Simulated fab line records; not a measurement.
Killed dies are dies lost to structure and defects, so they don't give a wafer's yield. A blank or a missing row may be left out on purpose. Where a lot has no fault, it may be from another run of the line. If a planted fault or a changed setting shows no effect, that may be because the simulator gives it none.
fab line records | flow nand_harc
record: lots: 24 wafers: 72 last_day: 25
route steps=1159 shown P_STI@90 P_GATE@131 P_CONTACT@238
lots that met no fault: taken from a fault-free run of the same line
start_h: start of the lot's first displayed wafer, in hours after the record's first day | wait_h: how many hours have passed since the lot's step before this one | " the same as in the row above | L1.1+2: several wafers, shown together as one row | - either no value or no given start | * or withheld: withheld | < > ~ a bound
route shown NAME@n: names a module that has steps shown in the file, with the first one's number in the route | usual: mean and standard deviation over wafers with no fault | same: alike in all rows | chamber/n: place in a boat | sites: the reading at each site | _std_site: standard deviation across them | _edge_site: the outer-site mean with the inner-site mean subtracted | radius_mm: how far each site lies from the wafer's centre | mask NAME#n: copy n | behind: the last tool/chamber to shape the wafer | hold: why the lot went on hold/how many hours it stayed there/how the hold came to an end | device: which transistor (n, p or np) failed to switch | end of line: tests of these same wafers at the route's end | for a step that has no rows: nothing shown but its recipe | killed: not the wafer's yield, but the dies lost to structure and defects at the first sort | map: a wafer's dies, marking killed ones x, the rest . and places with no die _
set.NAME: the run value of the setting; set.NAME@STEP: its run value at that earlier step | model.NAME: the simulator's own value behind a step, which no gauge read
a sample of lots followed through the steps of the route, with each step as a table and each wafer as a row
services: a tool's chamber out of use, with start hour (start_h, from the record's first day; less than 0 if before it), hours out, and reason
== steps ==
step: NHARC_P_STI_ETCH_15
recipe: target_depth_a: 3000 taper_deg: 4 time_s: 100.1 hbr_flow_sccm: 150 cl2_flow_sccm: 50 rf_w: 400 icp_w: 400 bias_w: 100 chemistry: HBr/Cl2
usual: drypump_motor_current_A: 5.8/0.38 oes_product_au: 0.998/0.012 rf_fwd_power_W: 397.7/1.3 throttle_valve_pct: 26.406/0.0092
columns lot.wafer tool chamber start_h wait_h drypump_motor_current_A oes_product_au rf_fwd_power_W rf_hours_counter_h throttle_valve_pct
L074.3 rie_si-01 2 31.94 - 5.8 0.993 395.5 0.5 26.403
L074.1 " 3 " " 6.3 1.010 398.9 0.4 26.396
L074.6 " 2 " " 5.8 0.999 397.0 - 26.407
L075.3 rie_si-02 1 43.28 - 5.9 0.994 396.0 0.0 26.409
L075.2 " 3 " " 5.9 0.981 398.6 0.0 26.430
L075.5 " 2 " " 5.0 1.008 396.5 - 26.407
L076.4 rie_si-05 1 47.87 - 5.5 1.013 398.3 0.9 26.417
L076.2 " 2 " " 6.2 1.010 396.8 0.9 26.408
L076.6 " 0 " " 5.6 1.004 397.9 - 26.410
L077.3 rie_si-05 0 53.23 - 5.6 0.988 397.3 1.1 26.406
L077.4 " 1 " " 5.5 1.001 398.5 1.1 26.415
L077.6 " 1 " " 5.5 1.008 399.2 - 26.411
L078.4 rie_si-01 1 62.45 - 5.7 0.993 397.4 0.8 26.420
L078.2 " 2 " " 5.8 1.007 398.0 0.8 26.407
L078.5 " 1 " " 5.8 0.983 397.8 - 26.408
L079.2 rie_si-02 2 62.63 - 5.0 1.010 397.3 0.2 26.414
L079.3 " 0 " " 6.1 0.991 396.6 0.1 26.401
L079.4 " 1 " " 5.9 0.996 398.5 0.2 26.412
L080.2 rie_si-05 0 71.37 - 5.7 0.998 398.3 0.0 26.409
L080.3 " 1 " " 5.5 1.010 397.0 0.0 26.401
L080.5 " 1 " " 5.5 1.004 398.9 - 26.406
L081.1 rie_si-02 3 77.50 - 5.9 0.982 396.7 0.3 26.409
L081.3 " 2 " " 5.0 1.004 397.3 0.4 26.407
L081.5 " 0 " " 6.1 0.980 398.9 - 26.388
L082.3 rie_si-01 2 84.03 - 5.8 0.997 396.6 1.0 26.411
L082.1 " 1 " " 5.8 0.988 398.7 1.0 26.394
L082.5 " 1 " " 5.7 1.002 401.3 - 26.399
L083.3 rie_si-05 3 92.08 - 6.3 0.998 398.6 0.1 26.410
L083.1 " 0 " " 5.7 0.986 395.8 0.2 26.417
L083.6 " 2 " " 6.2 0.987 396.3 - 26.404
L084.4 rie_si-02 1 92.21 - 5.9 0.992 398.2 0.4 26.416
L084.3 " 0 " " 6.1 0.997 397.6 0.4 26.413
L084.6 " 1 " " 5.9 0.990 398.7 - 26.397
L085.1 rie_si-05 0 102.10 - 5.7 0.985 395.1 0.3 26.408
L085.4 " 2 " " 6.2 0.986 398.2 0.2 26.414
L085.2 " 3 " " 6.2 0.987 398.8 0.2 26.399
L087.2 rie_si-02 0 113.33 - 6.1 0.987 397.2 0.5 26.408
L087.3 " 2 " " 5.0 1.007 397.4 0.6 26.395
L087.5 " 0 " " 6.1 1.000 396.7 - 26.409
L086.3 rie_si-01 0 113.50 - 5.2 0.998 397.4 0.7 26.400
L086.1 " 3 " " 6.3 0.995 397.8 1.0 26.398
L086.6 " 3 " " 6.3 0.996 397.3 - 26.400
L088.4 rie_si-01 2 121.36 - 5.8 0.993 394.4 1.3 26.427
L088.2 " 3 " " 6.3 0.998 399.3 1.0 26.391
L088.5 " 3 " " 6.3 0.998 400.3 - 26.402
L089.1 rie_si-02 1 131.69 - 5.9 0.997 396.5 0.7 26.399
L089.3 " 0 " " 6.1 0.997 397.6 0.7 26.402
L089.6 " 1 " " 5.9 0.988 398.4 - 26.393
L090.2 rie_si-05 3 131.71 - 6.2 1.007 397.3 0.4 26.416
L090.5 " 1 " " 5.5 1.009 396.8 - 26.395
L090.6 " 2 " " 6.2 0.989 397.5 - 26.408
L091.1 rie_si-01 2 139.01 - 5.8 0.985 399.1 0.0 26.416
L091.3 " 3 " " 6.3 1.017 399.5 0.0 26.403
L091.6 " 1 " " 5.8 1.009 396.3 - 26.405
L092.1 rie_si-01 3 144.75 - 6.3 1.023 399.8 0.1 26.407
L092.3 " 0 " " 5.2 1.000 397.2 0.1 26.398
L092.4 " 2 " " 5.8 0.988 395.3 0.1 26.393
L093.1 rie_si-01 2 151.59 - 5.8 0.991 397.9 0.1 26.408
L093.5 " 2 " " 5.9 1.004 396.7 - 26.398
L093.6 " 3 " " 6.3 1.025 398.5 - 26.409
L095.3 rie_si-02 3 159.63 - 5.9 0.981 397.4 0.9 26.408
L095.1 " 0 " " 6.1 0.980 398.1 0.9 26.408
L095.4 " 1 " " 5.9 0.999 395.6 0.9 26.406
L094.1 rie_si-05 3 159.77 - 6.2 1.007 396.5 0.6 26.399
L094.2 " 0 " " 5.6 0.992 395.8 0.7 26.415
L094.4 " 2 " " 6.2 1.001 396.8 0.6 26.419
L096.2 rie_si-01 1 167.31 - 5.8 0.994 397.2 0.2 26.396
L096.6 " 0 " " 5.2 1.005 398.3 - 26.389
L096.5 " 1 " " 5.8 1.001 396.5 - 26.406
L097.4 rie_si-01 2 173.14 - 5.8 1.003 397.8 0.3 26.406
L097.2 " 3 " " 6.3 1.016 397.8 0.3 26.395
L097.5 " 2 " " 5.9 0.998 397.9 - 26.395
step: NHARC_P_GATE_HM_DEP_102
recipe: target_thk_a: 1200 temp_c: 400 material: aC
usual: throttle_valve_pct: 35.000/0.0087
columns lot.wafer tool chamber start_h wait_h throttle_valve_pct
L074.1 acl_dep-02 0 80.34 0.7 35.004
L074.3 " 0 " " 35.002
L074.6 " 0 " " 35.000
L075.2 acl_dep-02 0 95.71 2.8 34.989
L075.3 " 0 " " 35.003
L075.5 " 0 " " 34.992
L077.3 acl_dep-03 0 98.00 0.7 35.003
L077.4 " 0 " " 35.010
L077.6 " 0 " " 35.002
L076.2 acl_dep-02 0 98.32 1.0 34.994
L076.4 " 0 " " 35.015
L076.6 " 0 " " 34.986
L078.2 acl_dep-02 0 110.79 0.5 34.985
L078.4 " 0 " " 34.998
L078.5 " 0 " " 35.018
L079.2 acl_dep-03 0 110.79 0.5 34.984
L079.3 " 0 " " 35.008
L079.4 " 0 " " 34.990
L080.2 acl_dep-03 0 125.59 3.1 35.009
L080.3 " 0 " " 35.015
L080.5 " 0 " " 35.003
L081.1 acl_dep-01 0 129.89 0.4 35.010
L081.3 " 0 " " 34.980
L081.5 " 0 " " 35.000
L082.1 acl_dep-02 0 137.47 0.4 35.011
L082.3 " 0 " " 35.004
L082.5 " 0 " " 35.004
L084.3 acl_dep-02 0 148.33 0.6 34.992
L084.4 " 0 " " 35.001
L084.6 " 0 " " 34.992
L083.1 acl_dep-02 0 148.76 1.0 35.006
L083.3 " 0 " " 34.995
L083.6 " 0 " " 35.006
L085.1 acl_dep-03 0 169.84 0.4 34.980
L085.2 " 0 " " 34.996
L085.4 " 0 " " 35.001
L087.2 acl_dep-03 0 170.59 1.1 35.003
L087.3 " 0 " " 34.999
L087.5 " 0 " " 35.000
L086.1 acl_dep-01 0 170.79 1.3 34.991
L086.3 " 0 " " 34.992
L086.6 " 0 " " 35.000
L088.2 acl_dep-03 0 180.31 4.4 35.012
L088.4 " 0 " " 35.001
L088.5 " 0 " " 35.006
L089.1 acl_dep-01 0 187.43 4.3 34.996
L089.3 " 0 " " 34.999
L089.6 " 0 " " 34.998
L090.2 acl_dep-01 0 188.18 5.1 34.994
L090.5 " 0 " " 35.009
L090.6 " 0 " " 35.001
L091.1 acl_dep-01 0 192.14 3.3 35.000
L091.3 " 0 " " 34.998
L091.6 " 0 " " 35.010
L092.1 acl_dep-01 0 192.77 3.9 34.992
L092.3 " 0 " " 35.011
L092.4 " 0 " " 35.013
L095.1 acl_dep-03 0 206.38 1.8 34.995
L095.3 " 0 " " 34.995
L095.4 " 0 " " 34.991
L093.1 acl_dep-02 0 206.88 2.3 34.996
L093.5 " 0 " " 35.000
L093.6 " 0 " " 34.995
L094.1 acl_dep-01 0 206.97 2.4 35.000
L094.2 " 0 " " 34.997
L094.4 " 0 " " 34.989
L096.2 acl_dep-03 0 217.57 1.1 35.007
L096.5 " 0 " " 34.998
L096.6 " 0 " " 34.989
L097.2 acl_dep-02 0 220.80 0.5 35.003
L097.4 " 0 " " 35.002
L097.5 " 0 " " 34.992
step: NHARC_P_GATE_ETCH_114
recipe: target_depth_a: 300 overetch_a: 30 time_s: 16.5 ion_energy_ev: 100 cf4_flow_sccm: 80 o2_flow_sccm: 20 ar_flow_sccm: 0 rf_w: 300 bias_w: 100 chemistry: CF4/O2
usual: drypump_motor_current_A: 5.8/0.43 oes_product_au: 0.999/0.011 rf_fwd_power_W: 294.6/1.7 rf_vpp_V: 198.3/1.4 showerhead_plenum_p_Torr: 1.36/0.061 throttle_valve_pct: 13.398/0.0092
columns lot.wafer tool chamber start_h wait_h drypump_motor_current_A oes_product_au rf_fwd_power_W rf_hours_counter_h rf_vpp_V showerhead_plenum_p_Torr throttle_valve_pct
L074.1 rie_diel-07 1 - - 6.2 0.988 294.6 5 198.4 1.32 13.399
L074.3 " 0 " " 6.3 1.006 295.1 4 199.7 1.40 13.391
L074.6 " 2 " " 5.5 1.007 293.4 - 197.3 1.27 13.395
L075.3 rie_diel-09 1 - - 5.8 0.986 294.0 4 197.6 1.36 13.391
L075.2 " 2 " " 5.8 0.990 292.7 4 200.6 1.45 13.395
L075.5 " 1 " " 5.7 0.992 294.3 - 198.2 1.36 13.401
L077.3 rie_diel-07 1 - - 6.2 1.002 293.5 7 197.0 1.32 13.400
L077.4 " 3 " " 6.0 1.008 296.3 7 199.1 1.35 13.403
L077.6 " 1 " " 6.2 0.991 293.5 - 197.5 1.32 13.392
L076.4 rie_diel-09 3 - - 5.1 1.027 292.1 4 200.8 1.42 13.393
L076.2 " 1 " " 5.7 0.985 295.6 4 199.1 1.36 13.395
L076.6 " 2 " " 5.7 0.999 292.8 - 200.4 1.45 13.407
L078.2 rie_diel-07 2 - - 5.5 1.006 294.3 11 196.3 1.27 13.411
L078.4 " 1 " " 6.2 1.001 294.6 11 197.6 1.32 13.399
L078.5 " 2 " " 5.5 1.010 294.3 - 196.9 1.27 13.405
L079.4 rie_diel-10 1 - - 5.7 0.996 295.8 40 198.3 1.37 13.397
L079.2 " 2 " " 6.6 0.995 294.6 36 195.2 1.24 13.387
L079.3 " 3 " " 5.0 0.983 294.0 34 195.5 1.24 13.387
L080.2 rie_diel-07 0 - - 6.3 0.992 294.1 13 199.4 1.40 13.393
L080.3 " 1 " " 6.2 0.990 293.4 13 197.2 1.32 13.408
L080.5 " 3 " " 6.0 1.001 295.3 - 197.1 1.35 13.394
L081.1 rie_diel-09 2 - - 5.8 0.995 291.8 14 200.8 1.44 13.395
L081.3 " 3 " " 5.1 1.018 291.8 14 200.0 1.42 13.408
L081.5 " 2 " " 5.8 0.991 291.9 - 199.3 1.44 13.380
L082.1 rie_diel-07 3 - - 6.0 1.002 295.8 15 198.1 1.35 13.408
L082.3 " 1 " " 6.2 1.002 292.0 15 198.2 1.32 13.398
L082.5 " 3 " " 6.0 1.010 295.3 - 198.3 1.35 13.415
L084.4 rie_diel-09 3 - - 5.1 1.014 292.2 16 201.0 1.42 13.393
L084.3 " 1 " " 5.7 1.009 296.3 18 198.5 1.36 13.407
L084.6 " 3 " " 5.1 1.023 292.8 - 200.2 1.42 13.398
L083.3 rie_diel-09 2 - - 5.8 0.994 293.9 20 199.2 1.44 13.393
L083.1 " 3 " " 5.1 1.009 293.0 16 199.4 1.42 13.406
L083.6 " 0 " " 5.9 1.000 296.3 - 197.7 1.38 13.407
L085.2 rie_diel-10 2 - - 6.6 0.998 294.7 59 196.3 1.24 13.412
L085.4 " 0 " " 6.1 0.997 297.8 54 197.5 1.33 13.392
L085.1 " 1 " " 5.8 0.999 297.3 60 198.8 1.36 13.408
L087.2 rie_diel-09 2 - - 5.8 0.987 291.1 28 198.0 1.44 13.388
L087.3 " 1 " " 5.8 1.003 297.2 26 199.1 1.36 13.389
L087.5 " 3 " " 5.1 1.022 292.4 - 199.2 1.41 13.414
L086.3 rie_diel-10 1 - - 5.8 1.009 297.2 60 197.8 1.36 13.409
L086.1 " 2 " " 6.6 1.012 295.5 60 196.4 1.24 13.403
L086.6 " 2 " " 6.6 1.001 295.1 - 197.3 1.24 13.388
L088.2 rie_diel-07 1 - - 6.2 1.002 293.8 23 198.6 1.31 13.391
L088.4 " 0 " " 6.3 0.975 293.9 23 198.5 1.40 13.406
L088.5 " 1 " " 6.2 0.992 294.9 - 197.0 1.31 13.401
L089.1 rie_diel-09 0 - - 5.9 1.000 295.7 36 199.3 1.37 13.395
L089.3 " 2 " " 5.7 0.982 294.0 35 198.6 1.44 13.411
L089.6 " 0 " " 5.9 0.998 295.8 - 199.5 1.37 13.380
L090.2 rie_diel-09 2 - - 5.8 0.987 290.8 35 200.7 1.44 13.380
L090.5 " 3 " " 5.1 1.017 291.4 - 198.8 1.41 13.393
L090.6 " 0 " " 5.9 0.994 295.1 - 198.2 1.37 13.417
L091.3 rie_diel-10 2 - - 6.5 0.996 295.3 3 199.1 1.45 13.399
L091.1 " 3 " " 5.0 0.993 294.0 3 200.1 1.45 13.398
L091.6 " 2 " " 6.6 0.999 295.9 - 200.0 1.44 13.395
L092.3 rie_diel-07 2 - - 5.5 0.989 293.7 26 196.5 1.26 13.391
L092.4 " 3 " " 6.0 0.996 296.1 26 198.5 1.35 13.394
L092.1 " 1 " " 6.3 1.012 294.3 26 196.0 1.31 13.397
L093.1 rie_diel-10 2 - - 6.6 1.002 296.3 10 199.9 1.44 13.404
L093.5 " 1 " " 5.8 1.001 295.8 - 200.4 1.36 13.396
L093.6 " 2 " " 6.6 0.998 294.7 - 199.0 1.44 13.412
L095.1 rie_diel-07 0 - - 6.3 0.970 293.3 29 197.4 1.40 13.396
L095.3 " 2 " " 5.5 1.002 294.2 29 195.8 1.26 13.417
L095.4 " 3 " " 6.0 0.999 295.8 29 196.8 1.35 13.405
L094.2 rie_diel-09 3 - - 5.1 1.031 291.8 40 199.6 1.41 13.395
L094.4 " 1 " " 5.8 0.987 298.4 40 197.5 1.35 13.402
L094.1 " 2 " " 5.7 1.003 291.9 43 200.6 1.44 13.401
L096.2 rie_diel-07 2 - - 5.6 1.003 293.6 32 196.7 1.26 13.411
L096.5 " 3 " " 6.0 1.013 296.5 - 198.8 1.35 13.404
L096.6 " 0 " " 6.3 0.983 295.3 - 198.8 1.40 13.401
L097.2 rie_diel-10 0 - - 6.1 0.983 295.8 15 197.4 1.32 13.394
L097.4 " 2 " " 6.6 1.003 296.1 16 199.5 1.44 13.406
L097.5 " 0 " " 6.1 0.983 296.1 - 196.6 1.32 13.382
step: NHARC_P_GATE_STRIP_101
recipe: time_s: 20 o2_flow_sccm: 500 ar_flow_sccm: 0 bias_w: 0 chemistry: O2
usual: drypump_motor_current_A: 5.9/0.42 oes_product_au: 0.999/0.012 rf_vpp_V: 57.9/0.87 showerhead_plenum_p_Torr: 3.58/0.14 throttle_valve_pct: 17.036/0.009
columns lot.wafer tool chamber start_h wait_h drypump_motor_current_A oes_product_au rf_hours_counter_h rf_vpp_V showerhead_plenum_p_Torr throttle_valve_pct
L074.3 rie_diel-07 3 92.64 0.1 6.0 1.006 6 58.1 3.58 17.046
L074.1 " 1 " " 6.2 0.994 6 55.0 3.49 17.035
L074.6 " 3 " " 6.0 1.014 - 57.7 3.58 17.050
L075.2 rie_diel-07 2 108.21 0.1 5.5 1.002 10 58.5 3.36 17.041
L075.3 " 3 " " 6.0 1.002 9 57.6 3.58 17.030
L075.5 " 2 " " 5.5 1.016 - 57.0 3.36 17.040
L077.3 rie_diel-09 0 110.18 0.1 6.0 0.984 7 58.1 3.64 17.042
L077.4 " 2 " " 5.8 0.992 8 58.7 3.80 17.045
L077.6 " 0 " " 5.9 0.983 - 59.4 3.64 17.045
L076.2 rie_diel-07 3 110.88 0.1 6.0 1.000 10 59.6 3.58 17.026
L076.4 " 0 " " 6.3 0.995 11 58.4 3.69 17.039
L076.6 " 2 " " 5.5 1.006 - 57.6 3.36 17.043
L079.3 rie_diel-10 3 123.40 0.1 5.0 0.989 38 58.3 3.29 17.032
L079.2 " 1 " " 5.8 1.001 42 58.2 3.60 17.055
L079.4 " 2 " " 6.6 0.992 40 58.0 3.30 17.026
L078.2 rie_diel-07 0 123.51 0.4 6.3 0.973 13 59.0 3.69 17.014
L078.4 " 1 " " 6.2 0.979 13 56.9 3.48 17.032
L078.5 " 3 " " 6.0 0.998 - 57.8 3.57 17.043
L080.3 rie_diel-07 1 140.01 0.1 6.2 1.004 15 57.1 3.48 17.037
L080.2 " 3 " " 6.0 1.006 15 57.8 3.57 17.045
L080.5 " 1 " " 6.2 0.994 - 56.8 3.48 17.057
L081.3 rie_diel-07 2 142.70 0.4 5.5 1.001 16 57.3 3.35 17.037
L081.1 " 3 " " 6.0 1.005 16 57.7 3.57 17.021
L081.5 " 0 " " 6.3 0.984 - 58.1 3.69 17.032
L082.1 rie_diel-10 1 150.13 0.2 5.8 1.009 51 59.6 3.60 17.028
L082.3 " 3 " " 5.0 0.987 48 56.6 3.29 17.026
L082.5 " 1 " " 5.8 1.003 - 56.9 3.60 17.042
L084.4 rie_diel-10 0 160.36 0.1 6.1 1.002 48 58.2 3.51 17.035
L084.3 " 1 " " 5.8 1.012 54 58.6 3.60 17.045
L084.6 " 3 " " 5.0 0.988 - 56.5 3.28 17.032
L083.1 rie_diel-09 0 161.16 0.1 5.9 0.995 23 57.7 3.64 17.031
L083.3 " 2 " " 5.8 0.993 24 58.3 3.79 17.036
L083.6 " 3 " " 5.1 1.016 - 57.9 3.73 17.032
L085.2 rie_diel-07 0 182.29 0.1 6.3 0.965 23 58.4 3.68 17.045
L085.4 " 1 " " 6.2 0.986 23 58.6 3.48 16.999
L085.1 " 2 " " 5.5 0.984 23 57.7 3.35 17.036
L087.3 rie_diel-07 3 183.04 0.1 6.0 1.018 24 56.7 3.57 17.048
L087.2 " 1 " " 6.2 0.998 23 56.7 3.48 17.036
L087.5 " 3 " " 6.0 1.014 - 57.6 3.57 17.042
L086.1 rie_diel-09 1 183.46 0.2 5.8 1.006 32 57.9 3.58 17.046
L086.3 " 3 " " 5.1 1.015 30 56.7 3.72 17.039
L086.6 " 1 " " 5.8 0.993 - 57.8 3.58 17.029
L088.4 rie_diel-07 1 192.68 0.1 6.2 1.004 25 58.3 3.48 17.039
L088.2 " 3 " " 6.0 0.992 26 57.3 3.57 17.030
L088.5 " 1 " " 6.2 0.996 - 58.6 3.48 17.033
L089.3 rie_diel-07 0 199.77 0.1 6.3 0.969 26 58.7 3.68 17.028
L089.1 " 1 " " 6.3 1.006 26 56.5 3.48 17.050
L089.6 " 3 " " 6.0 0.995 - 57.9 3.57 17.028
L090.2 rie_diel-09 0 200.56 0.1 6.0 1.000 39 57.4 3.63 17.029
L090.5 " 1 " " 5.8 0.984 - 59.3 3.58 17.036
L090.6 " 2 " " 5.8 0.991 - 59.4 3.79 17.035
L091.1 rie_diel-09 2 205.19 0.1 5.8 0.997 41 58.0 3.78 17.042
L091.3 " 0 " " 5.9 1.007 41 58.5 3.62 17.061
L091.6 " 2 " " 5.8 0.987 - 58.9 3.78 17.043
L092.3 rie_diel-09 1 206.15 0.1 5.8 0.991 39 57.8 3.57 17.033
L092.4 " 2 " " 5.7 0.999 42 58.4 3.78 17.033
L092.1 " 3 " " 5.1 1.024 39 56.8 3.72 17.042
L093.1 rie_diel-10 2 219.82 0.1 6.6 1.003 14 58.9 3.80 17.024
L093.5 " 3 " " 5.0 0.993 - 59.4 3.80 17.033
L093.6 " 0 " " 6.1 1.002 - 57.3 3.50 17.031
L095.3 rie_diel-10 1 220.19 0.3 5.8 1.000 14 58.5 3.59 17.039
L095.4 " 2 " " 6.6 0.999 14 58.3 3.80 17.054
L095.1 " 0 " " 6.1 0.984 14 55.8 3.50 17.036
L094.4 rie_diel-09 0 220.29 0.3 6.0 1.008 48 58.2 3.62 17.041
L094.2 " 1 " " 5.7 1.001 45 57.6 3.57 17.027
L094.1 " 3 " " 5.1 1.027 45 56.8 3.71 17.041
L096.2 rie_diel-09 2 229.92 0.1 5.8 0.999 53 58.8 3.78 17.030
L096.5 " 3 " " 5.1 1.024 - 59.3 3.71 17.028
L096.6 " 0 " " 5.9 0.992 - 58.0 3.62 17.044
L097.2 rie_diel-09 2 235.07 0.1 5.8 1.001 55 58.1 3.78 17.034
L097.4 " 0 " " 6.0 0.986 54 57.5 3.62 17.031
L097.5 " 1 " " 5.7 0.997 - 58.0 3.57 17.030
step: NHARC_P_GATE_DEGAS_109
recipe: temp_c: 300 time_s: 60
usual: heater_power_w: 466/38
columns lot.wafer tool chamber start_h wait_h heater_power_w
L074.1 pvd_sputter-02 - 99.20 0.1 466
L074.3 " - " " 472
L074.6 " - " " 477
L075.2 pvd_sputter-01 - 114.87 0.1 418
L075.3 " - " " 399
L075.5 " - " " 449
L077.4 pvd_sputter-03 - 116.82 0.1 466
L077.3 " - " " 457
L077.6 " - " " 536
L076.2 pvd_sputter-01 - 117.37 0.1 415
L076.4 " - " " 471
L076.6 " - " " 447
L079.2 pvd_sputter-01 - 130.14 0.1 410
L079.3 " - " " 445
L079.4 " - " " 413
L078.2 pvd_sputter-02 - 130.33 0.1 431
L078.4 " - " " 447
L078.5 " - " " 465
L080.2 pvd_sputter-03 - 146.36 0.1 449
L080.3 " - " " 532
L080.5 " - " " 519
L081.1 pvd_sputter-01 - 149.25 0.1 460
L081.3 " - " " 425
L081.5 " - " " 408
L082.3 pvd_sputter-03 - 156.69 0.1 535
L082.1 " - " " 440
L082.5 " - " " 532
L084.3 pvd_sputter-02 - 166.89 0.1 471
L084.4 " - " " 435
L084.6 " - " " 479
L083.3 pvd_sputter-03 - 167.57 0.1 549
L083.1 " - " " 438
L083.6 " - " " 464
L085.1 pvd_sputter-02 - 189.55 0.1 470
L085.4 " - " " 476
L085.2 " - " " 427
L087.3 pvd_sputter-02 - 190.62 0.1 457
L087.2 " - " " 438
L087.5 " - " " 472
L086.3 pvd_sputter-03 - 191.53 0.1 446
L086.1 " - " " 543
L086.6 " - " " 525
L088.4 pvd_sputter-01 - 199.18 0.1 444
L088.2 " - " " 448
L088.5 " - " " 415
L089.3 pvd_sputter-03 - 206.40 0.1 448
L089.1 " - " " 442
L089.6 " - " " 541
L090.2 pvd_sputter-02 - 207.53 0.1 478
L090.6 " - " " 474
L090.5 " - " " 483
L091.1 pvd_sputter-01 - 211.36 0.1 426
L091.3 " - " " 444
L091.6 " - " " 435
L092.4 pvd_sputter-01 - 212.58 0.1 452
L092.1 " - " " 433
L092.3 " - " " 426
L093.1 pvd_sputter-03 - 226.38 0.1 454
L093.5 " - " " 464
L093.6 " - " " 528
L095.3 pvd_sputter-02 - 226.76 0.1 471
L095.1 " - " " 468
L095.4 " - " " 444
L094.1 pvd_sputter-02 - 227.16 0.1 449
L094.2 " - " " 448
L094.4 " - " " 475
L096.2 pvd_sputter-03 - 236.34 0.1 532
L096.5 " - " " 441
L096.6 " - " " 529
L097.4 pvd_sputter-03 - 242.12 0.1 532
L097.2 " - " " 443
L097.5 " - " " 544
step: NHARC_P_CONTACT_ETCH_18
recipe: target_depth_a: 4810 time_s: 240.5 c4f8_flow_sccm: 20 o2_flow_sccm: 10 ar_flow_sccm: withheld rf_w: 600 bias_w: 1500 chemistry: C4F8/O2/Ar
usual: oes_product_au: 0.962/0.022 rf_fwd_power_W: 598.0/1.9 rf_vpp_V: 975/5
columns lot.wafer tool chamber start_h wait_h oes_product_au rf_fwd_power_W rf_hours_counter_h rf_vpp_V
L074.3 rie_diel-01 2 - - 0.982 598.8 46 970
L074.1 " 3 " " 0.952 597.4 47 986
L074.6 " 2 " " 0.972 596.2 - 970
L075.2 rie_diel-08 0 - - 0.989 598.8 14 983
L075.3 " 1 " " 0.965 595.3 14 978
L075.5 " 2 " " 0.957 598.1 - 970
L077.3 rie_diel-08 3 - - 0.955 598.3 15 972
L077.4 " 1 " " 0.958 597.7 14 976
L077.6 " 3 " " 0.959 599.6 - 974
L076.4 rie_diel-03 1 - - 0.945 599.0 6 971
L076.2 " 2 " " 0.927 600.3 5 973
L076.6 " 1 " " 0.942 598.3 - 969
L079.2 rie_diel-03 0 - - 0.993 598.1 8 976
L079.3 " 1 " " 0.982 598.2 8 970
L079.4 " 2 " " 0.958 603.4 7 971
L078.2 rie_diel-03 1 - - 0.988 600.1 8 970
L078.4 " 2 " " 0.962 599.1 7 972
L078.5 " 0 " " 0.954 599.5 - 974
L080.2 rie_diel-01 3 - - 0.939 600.9 0 984
L080.3 " 2 " " 0.972 597.1 0 970
L080.5 " 0 " " 0.962 602.8 - 983
L081.1 rie_diel-01 0 - - 0.963 598.3 1 984
L081.3 " 1 " " 0.955 598.1 1 983
L081.5 " 3 " " 0.951 599.8 - 984
L082.3 rie_diel-03 0 - - 0.980 595.3 11 977
L082.1 " 2 " " 0.980 600.1 9 972
L082.5 " 3 " " 0.942 596.9 - 979
L084.3 rie_diel-08 0 - - 0.969 598.5 3 983
L084.4 " 1 " " 0.972 599.6 3 978
L084.6 " 0 " " 0.973 598.6 - 986
L083.3 rie_diel-03 1 - - 0.948 595.9 11 971
L083.1 " 2 " " 0.924 600.0 11 971
L083.6 " 3 " " 0.899 598.5 - 979
L085.1 rie_diel-03 3 - - 0.931 597.8 13 981
L085.2 " 1 " " 0.998 596.2 12 969
L085.4 " 2 " " 0.970 601.5 12 973
L087.2 rie_diel-03 2 - - 0.967 599.6 12 972
L087.3 " 0 " " 0.986 601.3 14 974
L087.5 " 2 " " 0.972 600.3 - 972
L086.1 rie_diel-08 2 - - 0.956 599.4 6 972
L086.3 " 0 " " 0.948 596.9 5 983
L086.6 " 3 " " 0.924 597.7 - 972
L088.4 rie_diel-08 0 - - 0.953 597.6 5 985
L088.2 " 1 " " 0.982 599.2 6 979
L088.5 " 3 " " 0.948 596.9 - 973
L089.3 rie_diel-03 2 - - 0.977 594.7 13 973
L089.1 " 3 " " 0.944 595.4 14 979
L089.6 " 2 " " 0.969 599.2 - 973
L090.2 rie_diel-08 3 - - 0.963 600.1 7 974
L090.5 " 1 " " 0.958 596.4 - 977
L090.6 " 2 " " 0.978 595.2 - 971
L091.1 rie_diel-03 3 - - 0.954 596.8 14 979
L091.3 " 0 " " 0.990 598.8 15 975
L091.6 " 3 " " 0.955 598.0 - 979
L092.4 rie_diel-08 0 - - 0.937 599.4 7 984
L092.3 " 1 " " 0.946 599.6 7 978
L092.1 " 2 " " 0.939 599.4 8 971
L093.1 rie_diel-03 0 - - 0.956 596.9 1 975
L093.6 " 1 " " 0.995 597.7 - 970
L093.5 " 2 " " 0.998 598.8 - 972
L095.1 rie_diel-08 1 - - 0.965 597.0 10 978
L095.3 " 0 " " 0.954 597.0 10 986
L095.4 " 0 " " 0.956 598.6 - 984
L094.2 rie_diel-03 3 - - 0.948 594.9 1 979
L094.4 " 1 " " 1.002 596.1 1 971
L094.1 " 2 " " 0.996 595.0 1 973
L096.2 rie_diel-03 2 - - 0.974 599.4 2 974
L096.5 " 2 " " 0.982 600.8 - 973
L096.6 " 3 " " 0.949 595.1 - 977
L097.2 rie_diel-03 0 - - 0.961 594.0 3 974
L097.4 " 2 " " 0.985 598.6 3 971
L097.5 " 0 " " 0.965 595.7 - 974
== services ==
columns tool chamber start_h hours kind
rie_diel-10 2 8.45 10.9 repair
rie_diel-07 1 11.98 15.4 repair
rie_diel-09 0 15.03 9.7 repair
rie_diel-07 0 20.41 3.5 repair
rie_diel-03 0 22.05 6.0 repair
rie_diel-07 2 33.05 5.4 repair
rie_diel-03 - 38.30 9.0 pm
rie_diel-10 3 40.27 5.0 repair
rie_diel-07 - 51.20 9.0 pm
rie_diel-10 0 64.00 4.0 repair
rie_diel-09 - 77.35 9.0 pm
rie_si-01 0 77.37 35.5 repair
rie_diel-10 0 93.35 2.2 repair
pvd_sputter-03 - 102.00 10.0 pm
rie_si-01 1 109.74 9.4 repair
rie_diel-10 1 114.19 4.5 repair
rie_si-01 - 127.00 9.0 pm
rie_diel-10 0 129.54 4.9 repair
rie_diel-09 1 129.76 1.8 repair
rie_diel-09 3 138.71 9.6 repair
rie_diel-10 - 176.66 9.0 pm
rie_diel-03 2 190.01 1.2 repair
rie_diel-03 - 215.30 9.0 pm
rie_diel-07 - 228.20 9.0 pm
== key ==
fault none
